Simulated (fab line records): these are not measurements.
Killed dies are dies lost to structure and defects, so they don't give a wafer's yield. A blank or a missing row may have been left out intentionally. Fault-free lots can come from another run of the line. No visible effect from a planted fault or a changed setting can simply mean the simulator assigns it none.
The same fault as seen by 2 desks :: flow n5 finfet :: every desk sees just its own numbers, and what lay behind them comes last

## FROM THE METROLOGY DESK
What the gauges read, lot by lot, whatever tool the lot ran on: means of the sampled wafers that have a number. If a lot's mean is further than 4 standard deviations from the usual mean, the lot is out of limits and carries the mark OUT (the distance appears in the brackets). Readings shown: 7 out of 11 (the first out of limits, and those lying furthest out on some lot).
Columns: A = DIBL_P at N5_BEOL_M4_RC_MEAS_101, usual 36.7 mV/V; B = IOFF_N at N5_BEOL_M4_RC_MEAS_101, usual 0.17 nA/um; C = IOFF_P at N5_BEOL_M4_RC_MEAS_101, usual 0.22 nA/um; D = ION_P at N5_BEOL_M4_RC_MEAS_101, usual 462 uA/um; E = SS_N at N5_BEOL_M4_RC_MEAS_101, usual 71.5 mV/dec; F = VT_N at N5_BEOL_M4_RC_MEAS_101, usual 249 mV; G = M9_ILD_THK at N5_BEOL_M9_THK_MEAS_01, usual 267 nm
lot: L661
first seen here: day 7 19:36
A: 33.1
B: 0.12
C: 0.18
D: 464
E: 71.0
F: 253
G: 271

lot: L662
first seen here: day 8 12:59
A: 39.1
B: 0.20
C: 0.29
D: 473
E: 72.4
F: 248
G: 269

lot: L665
first seen here: day 9 01:49
A: 36.9
B: 0.15
C: 0.21
D: 462
E: 71.8
F: 251
G: 267

lot: L669
first seen here: day 10 08:01
A: 37.8
B: 0.16
C: 0.20
D: 461
E: 71.0
F: 251
G: 269

lot: L671
first seen here: day 11 12:39
A: 37.3
B: 0.19
C: 0.22
D: 460
E: 71.6
F: 244
G: 268

lot: L675
first seen here: day 11 17:02
A: 36.4
B: 0.16
C: 0.18
D: 454
E: 71.3
F: 250
G: 267

lot: L681
first seen here: day 14 08:50
A: 37.2
B: 0.16
C: 0.21
D: 457
E: 71.4
F: 248
G: 309 (+13) OUT

lot: L683
first seen here: day 14 12:44
A: 36.4
B: 0.15
C: 0.21
D: 457
E: 71.4
F: 250
G: 304 (+12) OUT

lot: L684
first seen here: day 15 12:26
A: 37.1
B: 0.18
C: 0.24
D: 467
E: 71.8
F: 247
G: 269
Finding of this desk: L681, L683 out of limits, first seen on L681 at day 16 01:04 (M9_ILD_THK at N5_BEOL_M9_THK_MEAS_01). In limits: L661, L662, L665, L669, L671, L675, L684.

## DESK OF THE TOOL OWNER: pecvd-01
The tool's own readings at N5_BEOL_M9_ILD_DEP_00 (deposits SiCOH lowk from DEMS/porogen, target thk 308.51 nm, time 58 s): means of the sampled wafers that have a number, for each lot that ran on this tool. If a lot's mean is further than 4 standard deviations from the usual mean, the lot is out of limits and carries the mark OUT (the distance appears in the brackets).
Columns: A = heater power w at N5_BEOL_M9_ILD_DEP_00, usual 290 W; B = run length s at N5_BEOL_M9_ILD_DEP_00, usual 101.1 s; C = showerhead plenum p Torr at N5_BEOL_M9_ILD_DEP_00, usual 5.742 Torr; D = throttle valve pct at N5_BEOL_M9_ILD_DEP_00, usual 13.8 %
lot: L661
first seen here: day 9 14:51
A: 332
B: 101.0
C: 5.748
D: 14.3

lot: L662
first seen here: day 10 18:01
A: 296
B: 100.5
C: 5.739
D: 14.4

lot: L681
first seen here: day 16 00:28
A: 306
B: 108.9 (+15) OUT
C: 5.744
D: 14.1

lot: L683
first seen here: day 16 00:55
A: 295
B: 109.4 (+15) OUT
C: 5.744
D: 14.1
Finding of this desk: L681, L683 out of limits; the first was L681 at day 16 00:28, on run length s at N5_BEOL_M9_ILD_DEP_00. In limits: L661, L662.

## TAKEN TOGETHER
An alarm could have come from the tool owner's desk at day 16 00:28, on L681, L683.
Metrology desk: alarm possible at day 16 01:04 on L681, L683.
On pecvd-01, each named lot ran N5_BEOL_M9_ILD_DEP_00.

## WHAT THE SIMULATOR HAD PUT IN
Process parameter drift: pecvd-01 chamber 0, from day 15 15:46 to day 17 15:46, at N5_BEOL_M9_ILD_DEP_00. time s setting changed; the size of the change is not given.
Shown lots that were struck: L681, L683.
Time in hours from fault onset to the first out-of-limits reading at each desk: tool owner's desk 9, metrology desk 9.
